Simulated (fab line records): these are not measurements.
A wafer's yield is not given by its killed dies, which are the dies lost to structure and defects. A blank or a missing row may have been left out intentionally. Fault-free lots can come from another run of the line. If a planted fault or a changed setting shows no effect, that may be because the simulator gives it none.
fab line records ; flow n5_finfet
record lots=7; wafers=19; last_day=16
route steps=1938 shown BEOL_M1@801 BEOL_M4@1111 PASSIVATION@1936
lots that met no fault: from a run of the same line without faults
start_h: hours from the record's opening day to when the first of the lot's shown wafers began ; wait_h: time in hours since the lot's previous step ; " repeats the value in the row above ; L1.1+2: a row that stands for several wafers ; - no value present, or no start provided ; * or withheld: withheld ; < > ~ a bound
route shown NAME@n: a module of which the file shows steps, and the number in the route of the first ; usual: mean/standard deviation of fault-free wafers ; same: alike in all rows ; chamber/n: place in a boat ; sites: each site's reading ; _std_site: how widely they spread, as a standard deviation ; _edge_site: the outer-site mean with the inner-site mean subtracted ; radius_mm: how far each site lies from the wafer's centre ; mask NAME#n: copy n ; behind: tool/chamber where the wafer was last shaped ; hold: why the lot was held/for how many hours/how that ended ; device: which transistor (n, p or np) failed to switch ; end of line: tests run on the same wafers once the route is complete ; a step given without rows: its recipe and nothing more ; killed: count of dies lost to structure and defects at first sort (not the wafer's yield) ; map: per-die view of a wafer (x killed, . not killed, _ where there is no die)
set.NAME: the setting the step ran with; set.NAME@STEP: the setting that earlier step ran with ; model.NAME: the simulator's own value behind a step, which no gauge read
lots at some steps of the route; a table a step, a row a wafer
services: a tool's chamber out of use, with start hour (start_h, from the record's first day; less than 0 if before it), hours out, and reason
## steps
# step N5_BEOL_M1_ETCH_41
# recipe chemistry=CH3F/O2; target=SiCN; target_depth_a=319; taper_deg=2; time_s=57.8; ion_energy_ev=120; mask_material=TiN; pressure_mtorr=30; source_w=395; bias_w=75; Ar_flow_sccm=150; CH3F_flow_sccm=30; O2_flow_sccm=20
# usual drypump_motor_current_A=5.7/0.52; oes_product_au=0.78/0.092; rf_vpp_V=298.1/1.7; showerhead_plenum_p_Torr=2.04/0.083; throttle_valve_pct=16.34/0.25
lot.wafer;tool;chamber;start_h;wait_h;drypump_motor_current_A;oes_product_au;rf_hours_counter_h;rf_vpp_V;showerhead_plenum_p_Torr;throttle_valve_pct
L672.1;rie_diel-06;2;-;-;5.9;0.68;228;296.4;1.96;16.54
L672.3;rie_diel-06;3;-;-;6.5;0.74;143;300.3;2.08;16.10
L672.6;rie_diel-06;3;-;-;6.5;0.75;-;299.3;2.08;16.11
L676.2;rie_diel-06;2;-;-;5.9;0.67;234;297.5;1.96;16.57
L676.4;rie_diel-06;0;-;-;5.1;0.75;146;295.1;1.91;16.34
L676.6;rie_diel-06;2;-;-;5.9;0.68;-;297.0;1.96;16.56
L679.3;rie_diel-06;3;-;-;6.5;0.74;156;299.8;2.07;16.12
L679.4;rie_diel-06;2;-;-;5.9;0.67;240;295.7;1.96;16.59
L679.5;rie_diel-06;1;-;-;6.6;0.87;-;300.1;2.11;15.91
L684.1;rie_diel-06;1;-;-;6.6;0.86;46;300.0;2.11;15.93
L684.3;rie_diel-06;0;-;-;5.2;0.74;164;295.9;1.91;16.38
L684.5;rie_diel-06;3;-;-;6.5;0.73;-;299.0;2.07;16.14
L686.2;rie_diel-02;1;-;-;5.6;0.96;11;301.2;2.11;16.33
L686.3;rie_diel-02;0;-;-;5.2;0.72;168;299.6;2.07;16.66
L686.4;rie_diel-02;3;-;-;5.5;0.74;163;298.0;2.08;16.53
L688.3;rie_diel-06;0;-;-;5.1;0.73;170;296.6;1.90;16.37
L688.5;rie_diel-06;2;-;-;5.9;0.97;-;298.5;1.95;16.12
L690.3;rie_diel-06;2;-;-;5.9;0.94;5;296.6;1.95;16.12
L690.5;rie_diel-06;2;-;-;5.9;0.93;-;296.6;1.95;16.12
# step N5_BEOL_M1_STRIP_97
# recipe chemistry=N2/H2; time_s=10; power_w=450; temp_c=40; pressure_mtorr=20; rf_frequency_hz=6e+07; bias_power_w=7; n2_flow_sccm=200; h2_flow_sccm=200
# usual drypump_motor_current_A=5.7/0.52; oes_product_au=0.78/0.096; rf_vpp_V=59.4/0.92; showerhead_plenum_p_Torr=2.59/0.11; throttle_valve_pct=23.7/0.38
lot.wafer;tool;chamber;start_h;wait_h;drypump_motor_current_A;oes_product_au;rf_hours_counter_h;rf_vpp_V;showerhead_plenum_p_Torr;throttle_valve_pct
L672.1;rie_diel-06;2;-;-;5.9;0.67;228;58.0;2.50;23.9
L672.3;rie_diel-06;3;-;-;6.5;0.75;143;59.1;2.65;23.6
L672.6;rie_diel-06;3;-;-;6.5;0.75;-;60.4;2.65;23.6
L676.2;rie_diel-06;2;-;-;5.9;0.67;234;59.2;2.50;23.9
L676.4;rie_diel-06;0;-;-;5.1;0.76;146;57.7;2.42;23.4
L676.6;rie_diel-06;2;-;-;5.9;0.67;-;59.6;2.50;23.9
L679.3;rie_diel-06;3;-;-;6.5;0.74;156;60.8;2.64;23.6
L679.4;rie_diel-06;2;-;-;5.9;0.68;240;58.8;2.50;23.9
L679.5;rie_diel-06;1;-;-;6.6;0.88;-;59.8;2.70;23.3
L684.1;rie_diel-06;1;-;-;6.6;0.87;46;59.9;2.70;23.3
L684.3;rie_diel-06;0;-;-;5.2;0.74;164;60.1;2.41;23.4
L684.5;rie_diel-06;3;-;-;6.5;0.73;-;59.3;2.64;23.6
L686.2;rie_diel-02;1;-;-;5.6;0.97;11;59.2;2.72;24.4
L686.3;rie_diel-02;0;-;-;5.2;0.74;168;60.1;2.62;23.7
L686.4;rie_diel-02;3;-;-;5.5;0.74;163;59.8;2.64;23.8
L688.3;rie_diel-06;0;-;-;5.1;0.73;170;59.8;2.41;23.4
L688.5;rie_diel-06;2;-;-;5.9;0.96;-;59.4;2.49;23.6
L690.3;rie_diel-06;2;-;-;5.9;0.95;5;58.6;2.49;23.6
L690.5;rie_diel-06;2;-;-;5.9;0.94;-;58.6;2.49;23.6
# step N5_BEOL_M1_OCD_MEAS_38
# usual trench_depth_nm=55.1/0.98
lot.wafer;tool;chamber;start_h;wait_h;trench_depth_nm
L672.1;ocd-01;-;131.75;-;55.1
L672.3;ocd-01;-;131.75;-;54.0
L672.6;ocd-01;-;131.75;-;54.4
L676.2;ocd-02;-;152.11;-;54.2
L676.4;ocd-02;-;152.11;-;55.1
L676.6;ocd-02;-;152.11;-;54.7
L679.3;ocd-02;-;173.81;-;55.3
L679.4;ocd-02;-;173.81;-;56.0
L679.5;ocd-02;-;173.81;-;55.6
L684.1;ocd-02;-;212.07;-;54.5
L684.3;ocd-02;-;212.07;-;54.6
L684.5;ocd-02;-;212.07;-;53.5
L686.2;ocd-02;-;217.90;-;55.7
L686.3;ocd-02;-;217.90;-;54.7
L686.4;ocd-02;-;217.90;-;55.7
L688.3;ocd-02;-;224.42;-;54.7
L688.5;ocd-02;-;224.42;-;56.3
L690.3;ocd-01;-;243.33;-;56.5
L690.5;ocd-01;-;243.33;-;56.2
# step N5_BEOL_M1_HM_STRIP_39
# recipe chemistry=peroxide_tin_strip; material=TiN; target_depth_a=250; temp_c=50; time_s=158
# step N5_BEOL_M1_SRD_40
# recipe time_s=30; temp_c=23; rinse_liquid=diw; dry=ipa_marangoni
# step N5_BEOL_M1_PRECLEAN_42
# recipe chemistry=residue_remover; time_s=60; temp_c=40
# step N5_BEOL_M1_SRD_43
# recipe time_s=30; temp_c=23; rinse_liquid=diw; dry=ipa_marangoni
# step N5_BEOL_M1_CD_MEAS_35
# recipe target_cd_nm=18; target_cd_y_nm=21; polarity=opening
# usual cd_nm=18.2/0.37
lot.wafer;tool;chamber;start_h;wait_h;cd_nm
L672.1;cd_sem-02;-;131.91;0.0;17.9
L672.3;cd_sem-02;-;131.91;0.0;18.0
L672.6;cd_sem-02;-;131.91;0.0;18.0
L676.2;cd_sem-03;-;152.26;0.0;18.8
L676.4;cd_sem-03;-;152.26;0.0;18.5
L676.6;cd_sem-03;-;152.26;0.0;18.2
L679.3;cd_sem-01;-;173.96;0.0;18.2
L679.4;cd_sem-01;-;173.96;0.0;18.0
L679.5;cd_sem-01;-;173.96;0.0;17.6
L684.1;cd_sem-02;-;212.22;0.0;18.4
L684.3;cd_sem-02;-;212.22;0.0;18.4
L684.5;cd_sem-02;-;212.22;0.0;18.0
L686.2;cd_sem-02;-;218.05;0.0;17.8
L686.3;cd_sem-02;-;218.05;0.0;17.7
L686.4;cd_sem-02;-;218.05;0.0;17.7
L688.3;cd_sem-01;-;224.58;0.0;18.2
L688.5;cd_sem-01;-;224.58;0.0;17.6
L690.3;cd_sem-03;-;243.49;0.0;17.9
L690.5;cd_sem-03;-;243.49;0.0;17.7
# step N5_BEOL_M1_DEGAS_44
# recipe ambient=vacuum; temp_c=250; time_s=60
# usual heater_power_w=341/34
lot.wafer;tool;chamber;start_h;wait_h;heater_power_w
L672.1;pvd_sputter-02;-;132.02;0.1;362
L672.3;pvd_sputter-02;-;132.02;0.1;307
L672.6;pvd_sputter-02;-;132.02;0.1;316
L676.2;pvd_sputter-02;-;152.69;0.4;316
L676.4;pvd_sputter-02;-;152.69;0.4;348
L676.6;pvd_sputter-02;-;152.69;0.4;331
L679.3;pvd_sputter-01;-;174.63;0.7;375
L679.4;pvd_sputter-01;-;174.63;0.7;289
L679.5;pvd_sputter-01;-;174.63;0.7;368
L684.1;pvd_sputter-01;-;212.60;0.4;370
L684.3;pvd_sputter-01;-;212.60;0.4;288
L684.5;pvd_sputter-01;-;212.60;0.4;293
L686.2;pvd_sputter-03;-;218.66;0.6;391
L686.3;pvd_sputter-03;-;218.66;0.6;326
L686.4;pvd_sputter-03;-;218.66;0.6;410
L688.3;pvd_sputter-03;-;224.87;0.3;322
L688.5;pvd_sputter-03;-;224.87;0.3;322
L690.3;pvd_sputter-02;-;243.97;0.5;310
L690.5;pvd_sputter-02;-;243.97;0.5;332
# step N5_BEOL_M1_PRE_CLEAN_45
# recipe gas=H2/He; time_s=30; temp_c=250
# usual heater_power_w=342/34
lot.wafer;tool;chamber;start_h;wait_h;heater_power_w
L672.1;pvd_sputter-02;-;132.06;0.0;356
L672.3;pvd_sputter-02;-;132.06;0.0;319
L672.6;pvd_sputter-02;-;132.06;0.0;315
L676.2;pvd_sputter-02;-;152.73;0.0;315
L676.4;pvd_sputter-02;-;152.73;0.0;367
L676.6;pvd_sputter-02;-;152.73;0.0;342
L679.3;pvd_sputter-01;-;174.67;0.0;366
L679.4;pvd_sputter-01;-;174.67;0.0;291
L679.5;pvd_sputter-01;-;174.67;0.0;376
L684.1;pvd_sputter-01;-;212.64;0.0;378
L684.3;pvd_sputter-01;-;212.64;0.0;289
L684.5;pvd_sputter-01;-;212.64;0.0;287
L686.2;pvd_sputter-03;-;218.70;0.0;384
L686.3;pvd_sputter-03;-;218.70;0.0;332
L686.4;pvd_sputter-03;-;218.70;0.0;399
L688.3;pvd_sputter-03;-;224.91;0.0;321
L688.5;pvd_sputter-03;-;224.91;0.0;334
L690.3;pvd_sputter-02;-;244.01;0.0;321
L690.5;pvd_sputter-02;-;244.01;0.0;337
# step N5_BEOL_M1_ALD_84
# recipe material=TaN; target_thk_a=*; temp_c=275; ald_precursor_family=PDMAT; ald_co_reactant=NH3; pressure_torr=3; carrier_flow_sccm=1500; pulse_time_s=2; purge_time_s=3; co_reactant_purge_time_s=2; co_reactant_pulse_time_s=3; ald_cycles=30; precursor_vessel_temp_c=75; precursor_vessel_pressure_torr=26.25; precursor_vessel_carrier_sccm=1000
# step N5_BEOL_M1_SURFACE_TREAT_85
# recipe gas=Ar; time_s=*; ion_energy_ev=*; ion_current_ma_cm2=0.5; pressure_mtorr=*; ar_flow_sccm=30
# usual throttle_valve_pct=*
lot.wafer;tool;chamber;start_h;wait_h;throttle_valve_pct
L672.1;pvd_sputter-02;-;132.45;0.2;*
L672.3;pvd_sputter-02;-;132.45;0.2;*
L672.6;pvd_sputter-02;-;132.45;0.2;*
L676.2;pvd_sputter-02;-;153.05;0.1;*
L676.4;pvd_sputter-02;-;153.05;0.1;*
L676.6;pvd_sputter-02;-;153.05;0.1;*
L679.3;pvd_sputter-03;-;175.08;0.2;*
L679.4;pvd_sputter-03;-;175.08;0.2;*
L679.5;pvd_sputter-03;-;175.08;0.2;*
L684.1;pvd_sputter-01;-;213.20;0.4;*
L684.3;pvd_sputter-01;-;213.20;0.4;*
L684.5;pvd_sputter-01;-;213.20;0.4;*
L686.2;pvd_sputter-02;-;219.14;0.3;*
L686.3;pvd_sputter-02;-;219.14;0.3;*
L686.4;pvd_sputter-02;-;219.14;0.3;*
L688.3;pvd_sputter-01;-;225.23;0.2;*
L688.5;pvd_sputter-01;-;225.23;0.2;*
L690.3;pvd_sputter-01;-;244.36;0.2;*
L690.5;pvd_sputter-01;-;244.36;0.2;*
# step N5_BEOL_M1_CVD_47
# recipe material=Co; target_thk_a=30; temp_c=withheld; precursor=CCTBA/H2; pressure_torr=30; time_s=223.8
# usual run_length_s=246.6/0.61
lot.wafer;tool;chamber;start_h;wait_h;run_length_s
L672.1;cvd_co-02;2;132.59;0.1;247.2
L672.3;cvd_co-02;0;132.59;0.1;246.7
L672.6;cvd_co-02;0;132.59;0.1;246.4
L676.2;cvd_co-02;0;153.13;0.1;246.4
L676.4;cvd_co-02;0;153.13;0.1;247.2
L676.6;cvd_co-02;2;153.13;0.1;246.9
L679.3;cvd_co-01;2;175.24;0.1;247.7
L679.4;cvd_co-01;2;175.24;0.1;247.3
L679.5;cvd_co-01;1;175.24;0.1;247.0
L684.1;cvd_co-01;0;213.26;0.0;246.0
L684.3;cvd_co-01;1;213.26;0.0;196.9
L684.5;cvd_co-01;0;213.26;0.0;196.3
L686.2;cvd_co-02;2;219.20;0.0;247.2
L686.3;cvd_co-02;0;219.20;0.0;246.4
L686.4;cvd_co-02;0;219.20;0.0;246.6
L688.3;cvd_co-01;2;225.48;0.2;197.5
L688.5;cvd_co-01;0;225.48;0.2;196.0
L690.3;cvd_co-01;1;244.42;0.0;197.3
L690.5;cvd_co-01;1;244.42;0.0;198.0
# step N5_BEOL_M1_SPUTTER_48
# recipe material=Cu; target_thk_a=45; temp_c=-20; chamber_pressure_pa=0.07; power_w=withheld; time_s=8.29
# step N5_BEOL_M4_RC_MEAS_101
# usual DIBL_N=36.2/1.7; DIBL_P=36.2/2.2; IOFF_N=0.16/0.035; IOFF_P=0.21/0.042; ION_N=673/13; ION_P=462/7.9; SS_N=71.4/0.59; SS_P=73.2/0.7; VT_N=250/3.6; VT_P=-251/3.5
lot.wafer;tool;chamber;start_h;wait_h;DIBL_N[mV/V];DIBL_P[mV/V];IOFF_N[nA/um];IOFF_P[nA/um];ION_N[uA/um];ION_P[uA/um];SS_N[mV/dec];SS_P[mV/dec];VT_N[mV];VT_P[mV]
L672.1;prober-01;0;167.06;0.0;37.0;38.0;0.16;0.21;678;460;72.1;73.3;249;-251
L672.3;prober-01;0;167.06;0.0;36.5;37.9;0.16;0.22;684;464;71.8;73.3;245;-250
L672.6;prober-01;0;167.06;0.0;37.1;38.4;0.18;0.22;682;462;71.1;72.3;248;-251
L676.2;prober-01;0;188.80;0.2;39.6;38.3;0.23;0.27;694;476;72.3;74.5;244;-246
L676.4;prober-01;0;188.80;0.2;35.0;34.4;0.12;0.20;647;460;71.2;72.3;253;-250
L676.6;prober-01;0;188.80;0.2;39.2;39.1;0.21;0.30;688;468;72.3;74.3;246;-245
L679.3;prober-01;0;219.16;0.3;36.6;34.8;0.15;0.22;665;466;70.8;72.4;250;-246
L679.4;prober-01;0;219.16;0.3;36.7;34.9;0.16;0.22;678;463;71.9;72.7;251;-249
L679.5;prober-01;0;219.16;0.3;40.0;39.1;0.22;0.29;691;474;71.6;73.5;248;-245
L684.1;prober-02;0;247.81;0.0;35.6;34.2;0.13;0.17;675;455;71.1;72.4;252;-256
L684.3;prober-02;0;247.81;0.0;33.0;31.8;0.10;0.14;662;457;69.9;72.5;256;-256
L684.5;prober-02;0;247.81;0.0;34.5;32.8;0.12;0.15;661;453;70.9;72.1;255;-257
L686.2;prober-02;0;251.06;0.2;37.3;37.9;0.20;0.26;697;474;72.0;73.6;247;-246
L686.3;prober-02;0;251.06;0.2;36.7;37.5;0.18;0.25;681;470;71.7;74.1;248;-248
L686.4;prober-02;0;251.06;0.2;35.9;34.7;0.16;0.20;682;472;72.6;72.5;252;-252
L688.3;prober-02;0;277.25;0.3;35.4;35.1;0.16;0.21;677;468;71.6;73.0;249;-249
L688.5;prober-02;0;277.25;0.3;34.8;35.5;0.15;0.21;669;461;71.2;72.5;249;-251
L690.3;prober-01;0;288.11;0.3;38.4;36.5;0.17;0.21;670;454;71.9;73.7;251;-252
L690.5;prober-01;0;288.11;0.3;36.7;34.2;0.15;0.18;659;451;71.3;73.1;253;-251
# step N5_PASSIVATION_PROBE_49
# usual defect_limited_yield=91.4/1.4; killed_at_M0_to_M3=31/10; killed_at_M4_up=14/5.6; killed_at_contacts=13/6.3; killed_at_front_end=39/10; killed_at_other=4/3.1; killed_dies=101/16; killed_on_rim=13/3.9; killed_open=65/13; killed_short=34/7.2; sort_bin_5_function=5.1/0.88; sort_bin_6_memory=3.2/0.66; sort_n_pass=1079/16; sort_yield_pct=91.4/1.4
# same gross_dies=1180; killed_at_back_side=0; sort_bin_4_leakage[%]=0; sort_bin_8_speed[%]=0
lot.wafer;tool;chamber;start_h;wait_h;defect_limited_yield[%];killed_at_M0_to_M3;killed_at_M4_up;killed_at_contacts;killed_at_front_end;killed_at_other;killed_dies;killed_on_rim;killed_open;killed_short;sort_bin_5_function[%];sort_bin_6_memory[%];sort_n_pass;sort_yield_pct[%]
L672.1;prober-01;-;279.03;0.0;91.1;24;11;18;49;3;105;22;71;32;4.6;3.9;1075;91.1
L672.3;prober-01;-;279.13;0.1;89.8;53;10;7;43;7;120;24;72;42;5.9;3.4;1060;89.8
L672.6;prober-01;-;279.28;0.3;91.7;28;6;7;53;4;98;7;58;38;4.9;3.1;1082;91.7
L676.2;prober-02;-;294.46;0.1;91.9;36;12;8;30;9;95;8;55;40;5.0;2.9;1085;91.9
L676.4;prober-02;-;294.56;0.2;89.8;48;8;22;30;12;120;15;75;45;5.6;4.0;1060;89.8
L676.6;prober-02;-;294.66;0.3;91.0;33;11;20;37;5;106;14;72;34;4.8;4.0;1074;91.0
L679.3;prober-02;-;325.17;0.1;90.1;51;13;9;39;5;117;15;73;41;5.6;4.1;1063;90.1
L679.4;prober-02;-;325.22;0.2;91.3;33;8;5;53;4;103;10;63;39;4.6;3.7;1077;91.3
L679.5;prober-02;-;325.27;0.2;90.4;30;12;11;59;1;113;16;61;52;6.6;2.5;1067;90.4
L684.1;prober-02;-;356.01;0.0;89.2;48;22;11;46;0;127;11;81;41;5.8;4.6;1053;89.2
L684.3;prober-02;-;356.11;0.1;91.4;24;21;8;45;4;102;13;59;38;5.3;3.2;1078;91.4
L684.5;prober-02;-;356.21;0.2;90.5;27;15;11;53;6;112;11;75;34;5.2;4.3;1068;90.5
L686.2;prober-01;-;362.17;0.1;92.5;18;28;15;24;3;88;11;58;26;4.5;2.6;1092;92.5
L686.3;prober-01;-;362.22;0.1;91.5;22;17;10;42;9;100;9;57;42;5.6;2.5;1080;91.5
L686.4;prober-01;-;362.27;0.2;92.3;22;21;19;27;2;91;9;58;31;4.7;2.7;1089;92.3
L688.3;prober-02;-;388.12;0.1;90.9;40;9;18;37;3;107;13;68;38;5.5;3.6;1073;90.9
L688.5;prober-02;-;388.22;0.2;89.9;44;14;15;42;4;119;16;78;41;6.3;3.3;1061;89.9
L690.3;prober-01;-;388.40;0.1;94.7;13;16;11;19;3;62;7;44;18;3.2;1.8;1118;94.7
L690.5;prober-01;-;388.50;0.2;92.2;22;12;17;40;1;92;12;55;37;4.9;2.8;1088;92.2
# killed by level:class
L672.1 FIN_SAQP:geometric_particle:open=17 MOL_CONTACT_COAG:geometric_particle:open=13 BEOL_M3:geometric_particle:open=12 FIN_SAQP:geometric_particle:short=11 BEOL_M0_SAQP:geometric_particle:open=5 MOL_CONTACT_COAG:geometric_particle:short=5 STI_FIN_REVEAL:geometric_particle:open=4 STARTING-WAFER:geometric_particle:short=4
L672.3 FIN_SAQP:geometric_particle:open=15 BEOL_M3:geometric_particle:open=15 BEOL_M0_SAQP:geometric_particle:short=14 BEOL_M0_SAQP:geometric_particle:open=13 FIN_SAQP:geometric_particle:short=11 BEOL_M1:geometric_particle:open=7 MOL_CONTACT_COAG:geometric_particle:open=5 MIM_TOP:geometric_particle:short=4
L672.6 FIN_SAQP:geometric_particle:short=16 FIN_SAQP:geometric_particle:open=13 BEOL_M2:geometric_particle:open=10 BEOL_M3:geometric_particle:open=8 STI_FIN_REVEAL:geometric_particle:open=6 DUMMY_GATE:geometric_particle:open=5 MOL_CONTACT_COAG:geometric_particle:open=5 MIM_TOP:geometric_particle:short=3
L676.2 BEOL_M0_SAQP:geometric_particle:short=16 BEOL_M0_SAQP:geometric_particle:open=9 FIN_SAQP:geometric_particle:open=8 STI_FIN_REVEAL:geometric_particle:open=6 MOL_CONTACT_COAG:geometric_particle:open=6 BEOL_M1:geometric_particle:open=4 FIN_SAQP:geometric_particle:short=3 GATE_CUT:geometric_particle:open=3
L676.4 MOL_CONTACT_COAG:geometric_particle:open=17 BEOL_M0_SAQP:geometric_particle:short=13 BEOL_M0_SAQP:geometric_particle:open=11 BEOL_M3:geometric_particle:open=9 FIN_SAQP:geometric_particle:short=7 BEOL_M1:geometric_particle:open=7 STI_FIN_REVEAL:geometric_particle:open=6 MOL_CONTACT_COAG:geometric_particle:short=5
L676.6 MOL_CONTACT_COAG:geometric_particle:open=17 FIN_SAQP:geometric_particle:open=13 BEOL_M0_SAQP:geometric_particle:short=8 BEOL_M3:geometric_particle:open=7 BEOL_M1:geometric_particle:open=7 FIN_SAQP:geometric_particle:short=5 STI_FIN_REVEAL:geometric_particle:open=5 GATE_CUT:geometric_particle:short=4
L679.3 BEOL_M2:geometric_particle:open=17 BEOL_M0_SAQP:geometric_particle:open=14 GATE_CUT:geometric_particle:short=11 MOL_CONTACT_COAG:geometric_particle:open=9 FIN_SAQP:geometric_particle:short=7 FIN_SAQP:geometric_particle:open=7 BEOL_M0_SAQP:geometric_particle:short=6 STI_FIN_REVEAL:geometric_particle:open=5
L679.4 GATE_CUT:geometric_particle:short=13 STI_FIN_REVEAL:geometric_particle:open=11 BEOL_M0_SAQP:geometric_particle:open=11 ILD0:geometric_particle:open=8 BEOL_M0_SAQP:geometric_particle:short=8 BEOL_M2:geometric_particle:open=6 MOL_CONTACT_COAG:geometric_particle:open=5 DUMMY_GATE:geometric_particle:open=4
L679.5 FIN_SAQP:geometric_particle:short=15 FIN_SAQP:geometric_particle:open=11 GATE_CUT:geometric_particle:short=11 MOL_CONTACT_COAG:geometric_particle:open=9 BEOL_M0_SAQP:geometric_particle:short=9 BEOL_M0_SAQP:geometric_particle:open=7 BEOL_M3:geometric_particle:open=6 STI_FIN_REVEAL:geometric_particle:open=4
L684.1 BEOL_M0_SAQP:geometric_particle:open=17 BEOL_M0_SAQP:geometric_particle:short=11 BEOL_M4:geometric_particle:open=10 FIN_SAQP:geometric_particle:open=9 MOL_CONTACT_COAG:geometric_particle:open=8 BEOL_M2:geometric_particle:open=8 DUMMY_GATE:geometric_particle:open=7 GATE_CUT:geometric_particle:short=5
L684.3 STI_FIN_REVEAL:geometric_particle:open=8 BEOL_M0_SAQP:geometric_particle:short=7 DUMMY_GATE:geometric_particle:open=7 FIN_SAQP:geometric_particle:short=6 MOL_CONTACT_COAG:geometric_particle:open=6 BEOL_M0_SAQP:geometric_particle:open=6 BEOL_M4:geometric_particle:open=6 FIN_SAQP:geometric_particle:open=5
L684.5 DUMMY_GATE:geometric_particle:open=12 FIN_SAQP:geometric_particle:open=11 MOL_CONTACT_COAG:geometric_particle:open=11 FIN_SAQP:geometric_particle:short=9 BEOL_M2:geometric_particle:open=8 BEOL_M4:geometric_particle:open=7 BEOL_M3:geometric_particle:open=6 STARTING-WAFER:geometric_particle:open=6
L686.2 MOL_CONTACT_COAG:geometric_particle:open=13 FIN_SAQP:geometric_particle:open=8 BEOL_M4:geometric_particle:open=8 BEOL_M0_SAQP:geometric_particle:short=7 BEOL_M6:geometric_particle:open=6 STI_FIN_REVEAL:geometric_particle:open=4 BEOL_M3:geometric_particle:short=4 BEOL_M5:geometric_particle:open=4
L686.3 GATE_CUT:geometric_particle:short=9 FIN_SAQP:geometric_particle:open=7 MOL_CONTACT_COAG:geometric_particle:open=7 FIN_SAQP:geometric_particle:short=6 STI_FIN_REVEAL:geometric_particle:open=6 BEOL_M0_SAQP:geometric_particle:open=6 BEOL_M0_SAQP:geometric_particle:short=6 GATE_CUT:geometric_particle:open=4
L686.4 MOL_CONTACT_COAG:geometric_particle:open=12 BEOL_M0_SAQP:geometric_particle:open=9 BEOL_M4:geometric_particle:open=8 FIN_SAQP:geometric_particle:open=7 MOL_CONTACT_COAG:geometric_particle:short=7 FIN_SAQP:geometric_particle:short=5 BEOL_M4:geometric_particle:short=5 BEOL_M2:geometric_particle:open=4
L688.3 MOL_CONTACT_COAG:geometric_particle:open=14 FIN_SAQP:geometric_particle:short=13 BEOL_M0_SAQP:geometric_particle:open=8 FIN_SAQP:geometric_particle:open=7 DUMMY_GATE:geometric_particle:open=7 BEOL_M0_SAQP:geometric_particle:short=7 BEOL_M1:geometric_particle:open=7 BEOL_M3:geometric_particle:open=5
L688.5 MOL_CONTACT_COAG:geometric_particle:open=14 BEOL_M0_SAQP:geometric_particle:short=13 FIN_SAQP:geometric_particle:open=12 FIN_SAQP:geometric_particle:short=9 STI_FIN_REVEAL:geometric_particle:open=6 BEOL_M1:geometric_particle:open=6 BEOL_M3:geometric_particle:open=6 BEOL_M0_SAQP:geometric_particle:open=5
L690.3 MOL_CONTACT_COAG:geometric_particle:open=11 BEOL_M4:geometric_particle:open=8 STARTING-WAFER:geometric_particle:open=4 FIN_SAQP:geometric_particle:short=3 STI_FIN_REVEAL:geometric_particle:open=3 GATE_CUT:geometric_particle:short=3 BEOL_M0_SAQP:geometric_particle:short=3 BEOL_M3:geometric_particle:open=3
L690.5 MOL_CONTACT_COAG:geometric_particle:open=12 ILD0:geometric_particle:open=6 BEOL_M0_SAQP:geometric_particle:short=6 ILD0:geometric_particle:short=5 MOL_CONTACT_COAG:geometric_particle:short=5 STARTING-WAFER:geometric_particle:open=5 FIN_SAQP:geometric_particle:short=4 BEOL_M0_SAQP:geometric_particle:open=4
## services
tool;chamber;start_h;hours;kind
rie_diel-02;1;113.58;17.4;repair
cvd_co-02;1;114.67;-;clean
cvd_co-02;1;114.67;22.0;scheduled_down
cvd_co-02;1;114.67;22.0;vent_cycle
cvd_co-02;-;116.36;0.9;repair
rie_diel-02;2;118.32;7.8;repair
rie_diel-02;2;131.09;-;clean
rie_diel-02;2;131.09;-;consumable_replace:focus_ring
rie_diel-02;2;131.09;-;consumable_replace:showerhead
rie_diel-02;2;131.09;30.9;scheduled_down
rie_diel-02;2;131.09;30.9;vent_cycle
rie_diel-02;3;144.57;4.2;repair
rie_diel-02;-;154.97;0.8;repair
cvd_co-02;2;166.16;9.0;repair
rie_diel-02;1;171.41;-;clean
rie_diel-02;1;171.41;-;consumable_replace:focus_ring
rie_diel-02;1;171.41;-;consumable_replace:showerhead
rie_diel-06;2;207.73;-;clean
rie_diel-06;2;207.73;-;consumable_replace:focus_ring
rie_diel-06;2;207.73;13.7;scheduled_down
rie_diel-06;2;207.73;13.7;vent_cycle
rie_diel-02;2;209.65;5.9;repair
rie_diel-06;-;213.63;0.3;repair
cvd_co-02;2;235.07;3.4;repair
## key
first_sign step=N5_BEOL_M1_CVD_47; reading=run_length_s; direction=down; sigmas=81; usual=*; struck=*
effect none on later readings
met_at N5_BEOL_M1_CVD_47
struck_wafers L684.3,L684.5,L688.3,L688.5,L690.3,L690.5
onset_between 175.24 213.26
fault kind=process_parameter_drift; tool=cvd_co-01; chamber=-; onset_h=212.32; steps=N5_BEOL_M1_CVD_47; channel=time_s; offset=*; shape=step; end_h=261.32; scope=struck_wafers_only; acts_in=*; stated=*
